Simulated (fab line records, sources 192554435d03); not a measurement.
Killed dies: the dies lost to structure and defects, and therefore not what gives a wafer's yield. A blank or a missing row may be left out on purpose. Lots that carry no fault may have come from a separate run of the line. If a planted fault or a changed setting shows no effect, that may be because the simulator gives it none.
Matching of chambers -- flow n5_finfet -- N5_BEOL_M3_ETCH_69 on rie_diel-02: 4 sister chambers
The step etches SiARC in CF4, target depth 15.6 nm, time 26 s. 8 wafers are shown with their chamber, then 7 later ones without.

== WAFERS WITH THEIR CHAMBER ==
wafer,chamber,throttle_valve_pct (%),oes_product_au (a.u.)
L077.1,3,15.75,0.59
L078.3,3,15.76,0.58
L088.1,0,15.36,0.77
L090.3,1,15.98,0.59
L090.4,2,15.60,0.79
L090.6,0,15.36,0.77
L094.2,2,15.63,0.77
L094.3,1,16.00,0.58

== WAFERS MISSING THEIR CHAMBER ==
wafer,throttle_valve_pct (%),oes_product_au (a.u.)
L094.6,15.81,0.57
L095.2,15.61,0.78
L095.3,16.02,0.58
L095.4,15.81,0.57
L096.1,15.99,0.58
L096.3,15.38,0.75
L096.5,16.02,0.58

== CHAMBER TAKEN BY EACH ==
wafer,from the rows above,in truth
L094.6,3,3
L095.2,2,2
L095.3,1,1
L095.4,3,3
L096.1,1,1
L096.3,0,0
L096.5,1,1
Placed correctly: 7 of 7. From these rows, 0 cannot be placed. Wrongly placed: 0.
How it was worked out, from the rows above alone: a wafer's distance from a chamber is the root of the sum, over the readings, of the square of ((its reading less the chamber's mean) divided by the reading's scatter). The wafer belongs to the nearest chamber; if the next one is less than 2 further off, it can't be placed. The mean given for a chamber averages the wafers shown for that chamber. How the scatter is found: for the shown wafers, subtract from each reading the mean of its chamber, square and add these, divide the total by (wafers less chambers), then take the root.
